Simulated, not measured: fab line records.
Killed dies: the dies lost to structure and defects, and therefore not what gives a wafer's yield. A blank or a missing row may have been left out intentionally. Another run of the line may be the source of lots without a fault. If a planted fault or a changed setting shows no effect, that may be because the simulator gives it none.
What tool caused it? :: flow n5Finfet :: 24 lots with 72 wafers sampled at 6 steps, on a route of 1938 steps

## WHAT THE GAUGES SHOWED, per wafer
N5_BEOL_M3_THK_MEAS_53: measures by xrf. Usual: M3_THK gives 40.8 nm (standard deviation 1.7).
lot: L074
measured: day 7 10:16
on: filmMetro-02
M3_THK (nm): 41.9 43.4 40.4
flag: 

lot: L075
measured: day 7 17:19
on: filmMetro-01
M3_THK (nm): 37.7 43.3 39.3
flag: 

lot: L077
measured: day 8 08:44
on: filmMetro-02
M3_THK (nm): 43.1 39.7 42.7
flag: 

lot: L076
measured: day 8 11:44
on: filmMetro-02
M3_THK (nm): 39.3 38.9 38.9
flag: 

lot: L078
measured: day 9 03:19
on: filmMetro-02
M3_THK (nm): 39.5 39.8 41.0
flag: 

lot: L079
measured: day 9 14:11
on: filmMetro-02
M3_THK (nm): 40.0 40.8 42.4
flag: 

lot: L080
measured: day 9 19:06
on: filmMetro-01
M3_THK (nm): 41.7 41.4 40.2
flag: 

lot: L081
measured: day 9 19:20
on: filmMetro-02
M3_THK (nm): 39.9 43.2 40.0
flag: 

lot: L082
measured: day 9 21:17
on: filmMetro-01
M3_THK (nm): 39.6 38.7 41.3
flag: 

lot: L085
measured: day 10 01:05
on: filmMetro-02
M3_THK (nm): 43.0 43.3 42.7
flag: 

lot: L083
measured: day 10 02:57
on: filmMetro-02
M3_THK (nm): 42.3 40.1 41.5
flag: 

lot: L084
measured: day 10 10:47
on: filmMetro-02
M3_THK (nm): 36.8 39.7 40.8
flag: 

lot: L087
measured: day 10 13:31
on: filmMetro-01
M3_THK (nm): 41.2 40.0 41.8
flag: 

lot: L086
measured: day 10 13:57
on: filmMetro-02
M3_THK (nm): 41.4 41.0 39.6
flag: 

lot: L088
measured: day 11 04:05
on: filmMetro-01
M3_THK (nm): 40.2 41.2 39.2
flag: 

lot: L089
measured: day 11 13:00
on: filmMetro-02
M3_THK (nm): 39.8 40.9 40.2
flag: 

lot: L090
measured: day 12 02:34
on: filmMetro-02
M3_THK (nm): 40.7 45.2 44.9
flag: 

lot: L092
measured: day 12 02:50
on: filmMetro-01
M3_THK (nm): 37.5 39.6 38.1
flag: 

lot: L093
measured: day 12 07:02
on: filmMetro-01
M3_THK (nm): 41.0 38.9 41.4
flag: 

lot: L091
measured: day 12 08:07
on: filmMetro-02
M3_THK (nm): 38.8 41.2 41.4
flag: 

lot: L094
measured: day 12 18:04
on: filmMetro-01
M3_THK (nm): 39.7 42.7 38.2
flag: 

lot: L095
measured: day 12 23:52
on: filmMetro-02
M3_THK (nm): 40.5 39.1 38.5
flag: 

lot: L097
measured: day 13 04:28
on: filmMetro-01
M3_THK (nm): 41.0 40.6 41.2
flag: 

lot: L096
measured: day 13 14:44
on: filmMetro-01
M3_THK (nm): 39.2 39.7 37.3
flag: 

N5_BEOL_M4_OVL_MEAS_12. Usual: M4_OVL gives -0.1 nm (standard deviation 0.67).
lot: L074
measured: day 7 12:10
on: overlay-02
M4_OVL (nm): -1.3 -1.3 -0.1
flag: 

lot: L075
measured: day 7 18:37
on: overlay-01
M4_OVL (nm): 0.2 0.5 0.7
flag: 

lot: L077
measured: day 8 13:23
on: overlay-01
M4_OVL (nm): -0.1 0.8 0.4
flag: 

lot: L076
measured: day 8 13:42
on: overlay-01
M4_OVL (nm): 0.3 -0.1 -0.8
flag: 

lot: L078
measured: day 9 06:57
on: overlay-02
M4_OVL (nm): -0.9 -0.7 0.1
flag: 

lot: L079
measured: day 9 15:09
on: overlay-01
M4_OVL (nm): 0.0 -0.7 0.4
flag: 

lot: L080
measured: day 9 21:15
on: overlay-01
M4_OVL (nm): -0.4 0.2 -0.9
flag: 

lot: L081
measured: day 9 21:25
on: overlay-02
M4_OVL (nm): 0.3 0.8 1.0
flag: 

lot: L082
measured: day 9 22:41
on: overlay-01
M4_OVL (nm): -1.1 -0.5 -1.1
flag: 

lot: L085
measured: day 10 03:05
on: overlay-02
M4_OVL (nm): 0.1 -1.1 -0.6
flag: 

lot: L083
measured: day 10 04:22
on: overlay-02
M4_OVL (nm): 0.2 1.1 0.2
flag: 

lot: L084
measured: day 10 13:53
on: overlay-02
M4_OVL (nm): 0.1 0.6 0.7
flag: 

lot: L087
measured: day 10 14:55
on: overlay-02
M4_OVL (nm): -0.3 1.2 0.8
flag: 

lot: L086
measured: day 10 17:21
on: overlay-01
M4_OVL (nm): -0.8 -1.0 -0.6
flag: 

lot: L088
measured: day 11 05:56
on: overlay-02
M4_OVL (nm): 0.1 0.2 0.2
flag: 

lot: L089
measured: day 11 14:11
on: overlay-01
M4_OVL (nm): 0.5 0.2 0.0
flag: 

lot: L090
measured: day 12 03:50
on: overlay-02
M4_OVL (nm): 0.5 0.8 0.3
flag: 

lot: L092
measured: day 12 04:56
on: overlay-01
M4_OVL (nm): -0.4 0.4 -0.4
flag: 

lot: L093
measured: day 12 09:55
on: overlay-02
M4_OVL (nm): 0.9 -0.5 0.2
flag: 

lot: L091
measured: day 12 10:22
on: overlay-02
M4_OVL (nm): -1.4 1.1 -0.3
flag: 

lot: L094
measured: day 12 20:34
on: overlay-02
M4_OVL (nm): -0.5 -0.2 0.2
flag: 

lot: L095
measured: day 13 01:40
on: overlay-01
M4_OVL (nm): -1.2 1.2 -0.1
flag: 

lot: L097
measured: day 13 05:33
on: overlay-02
M4_OVL (nm): -0.2 -0.7 -0.9
flag: 

lot: L096
measured: day 13 18:24
on: overlay-01
M4_OVL (nm): 0.4 0.0 0.0
flag: 

N5_BEOL_M4_OCD_MEAS_38. Usual: 54.7 nm for trenchDepthNm, sd 1.1.
lot: L074
measured: day 8 07:47
on: ocd-02
trenchDepthNm (nm): 55.2 55.2 53.9
flag: 

lot: L075
measured: day 8 13:02
on: ocd-02
trenchDepthNm (nm): 54.4 56.2 55.5
flag: 

lot: L077
measured: day 8 15:07
on: ocd-02
trenchDepthNm (nm): 55.9 55.7 56.1
flag: 

lot: L076
measured: day 8 15:20
on: ocd-02
trenchDepthNm (nm): 53.0 54.2 53.8
flag: 

lot: L078
measured: day 9 13:47
on: ocd-02
trenchDepthNm (nm): 55.1 56.4 54.8
flag: 

lot: L079
measured: day 9 18:19
on: ocd-02
trenchDepthNm (nm): 54.4 51.8 55.0
flag: 

lot: L080
measured: day 10 00:23
on: ocd-02
trenchDepthNm (nm): 53.0 55.7 55.5
flag: 

lot: L081
measured: day 10 03:32
on: ocd-02
trenchDepthNm (nm): 54.3 53.6 55.8
flag: 

lot: L082
measured: day 10 06:39
on: ocd-02
trenchDepthNm (nm): 53.7 53.6 55.1
flag: 

lot: L085
measured: day 10 17:00
on: ocd-02
trenchDepthNm (nm): 53.6 54.0 54.0
flag: 

lot: L083
measured: day 10 20:55
on: ocd-02
trenchDepthNm (nm): 53.9 54.8 53.4
flag: 

lot: L084
measured: day 11 00:25
on: ocd-02
trenchDepthNm (nm): 54.2 52.2 53.7
flag: 

lot: L087
measured: day 11 00:50
on: ocd-02
trenchDepthNm (nm): 53.4 55.1 54.8
flag: 

lot: L086
measured: day 11 05:17
on: ocd-02
trenchDepthNm (nm): 52.8 55.0 55.0
flag: 

lot: L088
measured: day 11 12:32
on: ocd-02
trenchDepthNm (nm): 55.4 54.1 53.8
flag: 

lot: L089
measured: day 11 18:12
on: ocd-02
trenchDepthNm (nm): 55.0 54.2 55.5
flag: 

lot: L090
measured: day 12 11:11
on: ocd-02
trenchDepthNm (nm): 53.1 55.2 55.2
flag: 

lot: L092
measured: day 12 14:20
on: ocd-02
trenchDepthNm (nm): 54.7 53.7 53.2
flag: 

lot: L093
measured: day 12 20:07
on: ocd-02
trenchDepthNm (nm): 56.2 56.5 55.5
flag: 

lot: L091
measured: day 12 17:14
on: ocd-02
trenchDepthNm (nm): 53.7 53.1 54.4
flag: 

lot: L094
measured: day 13 11:31
on: ocd-02
trenchDepthNm (nm): 56.3 55.6 56.8
flag: 

lot: L095
measured: day 13 19:11
on: ocd-01
trenchDepthNm (nm): 54.2 55.6 55.6
flag: 

lot: L097
measured: day 13 19:09
on: ocd-01
trenchDepthNm (nm): 56.1 53.7 54.1
flag: 

lot: L096
measured: day 13 21:50
on: ocd-01
trenchDepthNm (nm): 54.3 53.3 53.6
flag: 

## WHAT TOOL EACH LOT RAN ON (gives the tool, then ch and the chambers of the sampled wafers, and finally the start)
lot: L074
N5_BEOL_M3_SPUTTER_48: pvdSputter-03, day 7 07:43
N5_BEOL_M3_SPUTTER_79: pvdSputter-03, day 7 07:56
N5_BEOL_M4_ETCH_77: rieDiel-06 ch 2,3, day 7 13:25

lot: L075
N5_BEOL_M3_SPUTTER_48: pvdSputter-03, day 7 14:47
N5_BEOL_M3_SPUTTER_79: pvdSputter-03, day 7 15:00
N5_BEOL_M4_ETCH_77: rieDiel-02 ch 2,3, day 7 19:36

lot: L077
N5_BEOL_M3_SPUTTER_48: pvdSputter-01, day 8 06:10
N5_BEOL_M3_SPUTTER_79: pvdSputter-01, day 8 06:23
N5_BEOL_M4_ETCH_77: rieDiel-02 ch 0,2, day 8 14:30

lot: L076
N5_BEOL_M3_SPUTTER_48: pvdSputter-02, day 8 09:12
N5_BEOL_M3_SPUTTER_79: pvdSputter-02, day 8 09:25
N5_BEOL_M4_ETCH_77: rieDiel-02 ch 0,1,2, day 8 14:43

lot: L078
N5_BEOL_M3_SPUTTER_48: pvdSputter-02, day 9 00:41
N5_BEOL_M3_SPUTTER_79: pvdSputter-02, day 9 00:55
N5_BEOL_M4_ETCH_77: rieDiel-03 ch 0,1, day 9 08:07

lot: L079
N5_BEOL_M3_SPUTTER_48: pvdSputter-02, day 9 11:38
N5_BEOL_M3_SPUTTER_79: pvdSputter-02, day 9 11:51
N5_BEOL_M4_ETCH_77: rieDiel-02 ch 1,2, day 9 16:17

lot: L080
N5_BEOL_M3_SPUTTER_48: pvdSputter-01, day 9 16:33
N5_BEOL_M3_SPUTTER_79: pvdSputter-01, day 9 16:46
N5_BEOL_M4_ETCH_77: rieDiel-02 ch 0,1,2, day 9 22:23

lot: L081
N5_BEOL_M3_SPUTTER_48: pvdSputter-03, day 9 16:47
N5_BEOL_M3_SPUTTER_79: pvdSputter-03, day 9 17:00
N5_BEOL_M4_ETCH_77: rieDiel-03 ch 0,1,2, day 9 22:26

lot: L082
N5_BEOL_M3_SPUTTER_48: pvdSputter-03, day 9 18:44
N5_BEOL_M3_SPUTTER_79: pvdSputter-03, day 9 18:58
N5_BEOL_M4_ETCH_77: rieDiel-02 ch 0,2,3, day 10 00:26

lot: L085
N5_BEOL_M3_SPUTTER_48: pvdSputter-01, day 9 22:32
N5_BEOL_M3_SPUTTER_79: pvdSputter-01, day 9 22:45
N5_BEOL_M4_ETCH_77: rieDiel-06 ch 1,2,3, day 10 04:29

lot: L083
N5_BEOL_M3_SPUTTER_48: pvdSputter-01, day 10 00:22
N5_BEOL_M3_SPUTTER_79: pvdSputter-01, day 10 00:35
N5_BEOL_M4_ETCH_77: rieDiel-03 ch 0,1,2, day 10 05:22

lot: L084
N5_BEOL_M3_SPUTTER_48: pvdSputter-01, day 10 08:13
N5_BEOL_M3_SPUTTER_79: pvdSputter-01, day 10 08:26
N5_BEOL_M4_ETCH_77: rieDiel-03 ch 1,3, day 10 15:01

lot: L087
N5_BEOL_M3_SPUTTER_48: pvdSputter-02, day 10 10:56
N5_BEOL_M3_SPUTTER_79: pvdSputter-02, day 10 11:09
N5_BEOL_M4_ETCH_77: rieDiel-06 ch 0,1, day 10 16:02

lot: L086
N5_BEOL_M3_SPUTTER_48: pvdSputter-03, day 10 11:24
N5_BEOL_M3_SPUTTER_79: pvdSputter-03, day 10 11:37
N5_BEOL_M4_ETCH_77: rieDiel-06 ch 1,3, day 10 18:27

lot: L088
N5_BEOL_M3_SPUTTER_48: pvdSputter-01, day 11 01:32
N5_BEOL_M3_SPUTTER_79: pvdSputter-01, day 11 01:45
N5_BEOL_M4_ETCH_77: rieDiel-06 ch 0,2, day 11 07:05

lot: L089
N5_BEOL_M3_SPUTTER_48: pvdSputter-03, day 11 10:28
N5_BEOL_M3_SPUTTER_79: pvdSputter-03, day 11 10:41
N5_BEOL_M4_ETCH_77: rieDiel-03 ch 0,1,2, day 11 15:17

lot: L090
N5_BEOL_M3_SPUTTER_48: pvdSputter-01, day 12 00:01
N5_BEOL_M3_SPUTTER_79: pvdSputter-01, day 12 00:14
N5_BEOL_M4_ETCH_77: rieDiel-02 ch 1,2, day 12 05:09

lot: L092
N5_BEOL_M3_SPUTTER_48: pvdSputter-03, day 12 00:08
N5_BEOL_M3_SPUTTER_79: pvdSputter-03, day 12 00:22
N5_BEOL_M4_ETCH_77: rieDiel-02 ch 0,2,3, day 12 06:29

lot: L093
N5_BEOL_M3_SPUTTER_48: pvdSputter-01, day 12 04:29
N5_BEOL_M3_SPUTTER_79: pvdSputter-01, day 12 04:42
N5_BEOL_M4_ETCH_77: rieDiel-03 ch 0,2,3, day 12 10:55

lot: L091
N5_BEOL_M3_SPUTTER_48: pvdSputter-02, day 12 05:07
N5_BEOL_M3_SPUTTER_79: pvdSputter-02, day 12 05:20
N5_BEOL_M4_ETCH_77: rieDiel-06 ch 0,1,2, day 12 11:32

lot: L094
N5_BEOL_M3_SPUTTER_48: pvdSputter-02, day 12 15:24
N5_BEOL_M3_SPUTTER_79: pvdSputter-02, day 12 15:37
N5_BEOL_M4_ETCH_77: rieDiel-02 ch 0,1, day 12 21:46

lot: L095
N5_BEOL_M3_SPUTTER_48: pvdSputter-01, day 12 21:20
N5_BEOL_M3_SPUTTER_79: pvdSputter-01, day 12 21:33
N5_BEOL_M4_ETCH_77: rieDiel-03 ch 0,1,3, day 13 02:40

lot: L097
N5_BEOL_M3_SPUTTER_48: pvdSputter-03, day 13 01:55
N5_BEOL_M3_SPUTTER_79: pvdSputter-03, day 13 02:08
N5_BEOL_M4_ETCH_77: rieDiel-03 ch 1,3, day 13 06:43

lot: L096
N5_BEOL_M3_SPUTTER_48: pvdSputter-01, day 13 12:12
N5_BEOL_M3_SPUTTER_79: pvdSputter-01, day 13 12:25
N5_BEOL_M4_ETCH_77: rieDiel-06 ch 0,2,3, day 13 19:43
- N5_BEOL_M3_SPUTTER_48: material Cu, target thk 4.5 nm, time 8.29 s.
- N5_BEOL_M3_SPUTTER_79: material Cu, target thk 4.5 nm, time 8.29 s.
- N5_BEOL_M4_ETCH_77: etches underlayer in N2/H2, target depth 6.5 nm, time 5.2 s.

## AS READ BY THE TOOLS THEMSELVES (means over the sampled wafers that have a number; for cases with no such wafer, the mark the record gives instead)
N5_BEOL_M3_SPUTTER_48. Usual: 29.6 % for throttleValvePct, sd 1.2.
lot: L074
tool: pvdSputter-03
throttleValvePct (%): 29.7
flag: 

lot: L075
tool: pvdSputter-03
throttleValvePct (%): 29.4
flag: 

lot: L077
tool: pvdSputter-01
throttleValvePct (%): 29.3
flag: 

lot: L076
tool: pvdSputter-02
throttleValvePct (%): 28.8
flag: 

lot: L078
tool: pvdSputter-02
throttleValvePct (%): 29.0
flag: 

lot: L079
tool: pvdSputter-02
throttleValvePct (%): 29.7
flag: 

lot: L080
tool: pvdSputter-01
throttleValvePct (%): 29.2
flag: 

lot: L081
tool: pvdSputter-03
throttleValvePct (%): 29.6
flag: 

lot: L082
tool: pvdSputter-03
throttleValvePct (%): 30.5
flag: 

lot: L085
tool: pvdSputter-01
throttleValvePct (%): 30.5
flag: 

lot: L083
tool: pvdSputter-01
throttleValvePct (%): 28.9
flag: 

lot: L084
tool: pvdSputter-01
throttleValvePct (%): 29.8
flag: 

lot: L087
tool: pvdSputter-02
throttleValvePct (%): 29.0
flag: 

lot: L086
tool: pvdSputter-03
throttleValvePct (%): 30.1
flag: 

lot: L088
tool: pvdSputter-01
throttleValvePct (%): 29.1
flag: 

lot: L089
tool: pvdSputter-03
throttleValvePct (%): 29.7
flag: 

lot: L090
tool: pvdSputter-01
throttleValvePct (%): 28.9
flag: 

lot: L092
tool: pvdSputter-03
throttleValvePct (%): 29.7
flag: 

lot: L093
tool: pvdSputter-01
throttleValvePct (%): 29.3
flag: 

lot: L091
tool: pvdSputter-02
throttleValvePct (%): 29.4
flag: 

lot: L094
tool: pvdSputter-02
throttleValvePct (%): 30.1
flag: 

lot: L095
tool: pvdSputter-01
throttleValvePct (%): 29.1
flag: 

lot: L097
tool: pvdSputter-03
throttleValvePct (%): 29.0
flag: 

lot: L096
tool: pvdSputter-01
throttleValvePct (%): 29.6
flag: 

N5_BEOL_M3_SPUTTER_79. Usual: 29.6 % for throttleValvePct, sd 1.2.
lot: L074
tool: pvdSputter-03
throttleValvePct (%): 29.5
flag: 

lot: L075
tool: pvdSputter-03
throttleValvePct (%): 29.6
flag: 

lot: L077
tool: pvdSputter-01
throttleValvePct (%): 29.4
flag: 

lot: L076
tool: pvdSputter-02
throttleValvePct (%): 28.6
flag: 

lot: L078
tool: pvdSputter-02
throttleValvePct (%): 29.2
flag: 

lot: L079
tool: pvdSputter-02
throttleValvePct (%): 29.7
flag: 

lot: L080
tool: pvdSputter-01
throttleValvePct (%): 29.2
flag: 

lot: L081
tool: pvdSputter-03
throttleValvePct (%): 29.6
flag: 

lot: L082
tool: pvdSputter-03
throttleValvePct (%): 30.7
flag: 

lot: L085
tool: pvdSputter-01
throttleValvePct (%): 30.6
flag: 

lot: L083
tool: pvdSputter-01
throttleValvePct (%): 28.7
flag: 

lot: L084
tool: pvdSputter-01
throttleValvePct (%): 29.7
flag: 

lot: L087
tool: pvdSputter-02
throttleValvePct (%): 29.0
flag: 

lot: L086
tool: pvdSputter-03
throttleValvePct (%): 29.9
flag: 

lot: L088
tool: pvdSputter-01
throttleValvePct (%): 29.2
flag: 

lot: L089
tool: pvdSputter-03
throttleValvePct (%): 29.8
flag: 

lot: L090
tool: pvdSputter-01
throttleValvePct (%): 28.8
flag: 

lot: L092
tool: pvdSputter-03
throttleValvePct (%): 29.6
flag: 

lot: L093
tool: pvdSputter-01
throttleValvePct (%): 29.4
flag: 

lot: L091
tool: pvdSputter-02
throttleValvePct (%): 29.2
flag: 

lot: L094
tool: pvdSputter-02
throttleValvePct (%): 30.1
flag: 

lot: L095
tool: pvdSputter-01
throttleValvePct (%): 29.2
flag: 

lot: L097
tool: pvdSputter-03
throttleValvePct (%): 29.0
flag: 

lot: L096
tool: pvdSputter-01
throttleValvePct (%): 29.7
flag: 

N5_BEOL_M4_ETCH_77. Usual: drypumpMotorCurrentA 5.6 A, standard deviation 0.48; etchRfOnTimeS 5.28 s, standard deviation 0.14; oesProductAu 0.67 a.u., standard deviation 0.049; rfVppV 523.7 V, standard deviation 2.5; showerheadPlenumPTorr 2.54 Torr, standard deviation 0.077; throttleValvePct 17.80 %, standard deviation 0.27.
lot: L074
tool: rieDiel-06
drypumpMotorCurrentA (A): 5.8
etchRfOnTimeS (s): 5.30
oesProductAu (a.u.): 0.69
rfVppV (V): 522.5
showerheadPlenumPTorr (Torr): 2.50
throttleValvePct (%): 17.80
flag: 

lot: L075
tool: rieDiel-02
drypumpMotorCurrentA (A): 5.2
etchRfOnTimeS (s): 5.16
oesProductAu (a.u.): 0.74
rfVppV (V): 525.4
showerheadPlenumPTorr (Torr): 2.55
throttleValvePct (%): 18.02
flag: 

lot: L077
tool: rieDiel-02
drypumpMotorCurrentA (A): 5.3
etchRfOnTimeS (s): 5.31
oesProductAu (a.u.): 0.67
rfVppV (V): 523.6
showerheadPlenumPTorr (Torr): 2.53
throttleValvePct (%): 18.07
flag: 

lot: L076
tool: rieDiel-02
drypumpMotorCurrentA (A): 5.2
etchRfOnTimeS (s): 5.30
oesProductAu (a.u.): 0.70
rfVppV (V): 522.2
showerheadPlenumPTorr (Torr): 2.51
throttleValvePct (%): 18.02
flag: 

lot: L078
tool: rieDiel-03
drypumpMotorCurrentA (A): 5.7
etchRfOnTimeS (s): 5.26
oesProductAu (a.u.): 0.71
rfVppV (V): 527.6
showerheadPlenumPTorr (Torr): 2.65
throttleValvePct (%): 17.38
flag: 

lot: L079
tool: rieDiel-02
drypumpMotorCurrentA (A): 5.1
etchRfOnTimeS (s): 5.21
oesProductAu (a.u.): 0.74
rfVppV (V): 522.3
showerheadPlenumPTorr (Torr): 2.49
throttleValvePct (%): 18.08
flag: 

lot: L080
tool: rieDiel-02
drypumpMotorCurrentA (A): 5.2
etchRfOnTimeS (s): 5.29
oesProductAu (a.u.): 0.69
rfVppV (V): 523.5
showerheadPlenumPTorr (Torr): 2.50
throttleValvePct (%): 18.04
flag: 

lot: L081
tool: rieDiel-03
drypumpMotorCurrentA (A): 5.7
etchRfOnTimeS (s): 5.23
oesProductAu (a.u.): 0.72
rfVppV (V): 526.0
showerheadPlenumPTorr (Torr): 2.62
throttleValvePct (%): 17.40
flag: 

lot: L082
tool: rieDiel-02
drypumpMotorCurrentA (A): 5.3
etchRfOnTimeS (s): 5.33
oesProductAu (a.u.): 0.66
rfVppV (V): 523.5
showerheadPlenumPTorr (Torr): 2.56
throttleValvePct (%): 18.02
flag: 

lot: L085
tool: rieDiel-06
drypumpMotorCurrentA (A): 5.6
etchRfOnTimeS (s): 5.31
oesProductAu (a.u.): 0.65
rfVppV (V): 522.8
showerheadPlenumPTorr (Torr): 2.48
throttleValvePct (%): 17.91
flag: 

lot: L083
tool: rieDiel-03
drypumpMotorCurrentA (A): 5.7
etchRfOnTimeS (s): 5.19
oesProductAu (a.u.): 0.72
rfVppV (V): 526.5
showerheadPlenumPTorr (Torr): 2.62
throttleValvePct (%): 17.40
flag: 

lot: L084
tool: rieDiel-03
drypumpMotorCurrentA (A): 6.1
etchRfOnTimeS (s): 5.26
oesProductAu (a.u.): 0.70
rfVppV (V): 525.2
showerheadPlenumPTorr (Torr): 2.57
throttleValvePct (%): 17.64
flag: 

lot: L087
tool: rieDiel-06
drypumpMotorCurrentA (A): 5.8
etchRfOnTimeS (s): 5.28
oesProductAu (a.u.): 0.68
rfVppV (V): 519.6
showerheadPlenumPTorr (Torr): 2.45
throttleValvePct (%): 17.84
flag: 

lot: L086
tool: rieDiel-06
drypumpMotorCurrentA (A): 5.4
etchRfOnTimeS (s): 5.20
oesProductAu (a.u.): 0.63
rfVppV (V): 522.4
showerheadPlenumPTorr (Torr): 2.46
throttleValvePct (%): 17.98
flag: 

lot: L088
tool: rieDiel-06
drypumpMotorCurrentA (A): 5.7
etchRfOnTimeS (s): 5.43
oesProductAu (a.u.): 0.68
rfVppV (V): 522.0
showerheadPlenumPTorr (Torr): 2.46
throttleValvePct (%): 17.75
flag: 

lot: L089
tool: rieDiel-03
drypumpMotorCurrentA (A): 5.7
etchRfOnTimeS (s): 5.27
oesProductAu (a.u.): 0.70
rfVppV (V): 524.7
showerheadPlenumPTorr (Torr): 2.61
throttleValvePct (%): 17.43
flag: 

lot: L090
tool: rieDiel-02
drypumpMotorCurrentA (A): 5.1
etchRfOnTimeS (s): 5.21
oesProductAu (a.u.): 0.72
rfVppV (V): 522.0
showerheadPlenumPTorr (Torr): 2.48
throttleValvePct (%): 18.09
flag: 

lot: L092
tool: rieDiel-02
drypumpMotorCurrentA (A): 5.3
etchRfOnTimeS (s): 5.30
oesProductAu (a.u.): 0.65
rfVppV (V): 523.9
showerheadPlenumPTorr (Torr): 2.55
throttleValvePct (%): 18.05
flag: 

lot: L093
tool: rieDiel-03
drypumpMotorCurrentA (A): 5.7
etchRfOnTimeS (s): 5.22
oesProductAu (a.u.): 0.67
rfVppV (V): 525.2
showerheadPlenumPTorr (Torr): 2.59
throttleValvePct (%): 17.49
flag: 

lot: L091
tool: rieDiel-06
drypumpMotorCurrentA (A): 5.5
etchRfOnTimeS (s): 5.39
oesProductAu (a.u.): 0.66
rfVppV (V): 519.9
showerheadPlenumPTorr (Torr): 2.44
throttleValvePct (%): 17.83
flag: 

lot: L094
tool: rieDiel-02
drypumpMotorCurrentA (A): 5.3
etchRfOnTimeS (s): 5.49
oesProductAu (a.u.): 0.61
rfVppV (V): 523.1
showerheadPlenumPTorr (Torr): 2.50
throttleValvePct (%): 18.06
flag: 

lot: L095
tool: rieDiel-03
drypumpMotorCurrentA (A): 5.9
etchRfOnTimeS (s): 5.24
oesProductAu (a.u.): 0.67
rfVppV (V): 526.1
showerheadPlenumPTorr (Torr): 2.59
throttleValvePct (%): 17.59
flag: 

lot: L097
tool: rieDiel-03
drypumpMotorCurrentA (A): 6.0
etchRfOnTimeS (s): 5.16
oesProductAu (a.u.): 0.66
rfVppV (V): 523.8
showerheadPlenumPTorr (Torr): 2.55
throttleValvePct (%): 17.74
flag: 

lot: L096
tool: rieDiel-06
drypumpMotorCurrentA (A): 6.1
etchRfOnTimeS (s): 5.27
oesProductAu (a.u.): 0.66
rfVppV (V): 520.6
showerheadPlenumPTorr (Torr): 2.49
throttleValvePct (%): 17.93
flag: 

## THE ANSWER, worked out from the rows above alone
Rule: a lot counts as off when the mean over its wafers that have a number is more than 3 standard deviations away from the usual mean. A lot without any number at a reading at which 4 lots or more have one is off too. Where the step has rows for the other lots, those lots are counted as sound. Order of review: gauges by route order, followed by the tools' own readings, for which a lot's mean as printed above is used. At the first step where some lot is off, the reading lying furthest off is the one used; lots without a number count as furthest.
No lot is off on any of the readings shown, so nothing can be concluded from this.

## WHAT THE SIMULATOR HAD PUT IN
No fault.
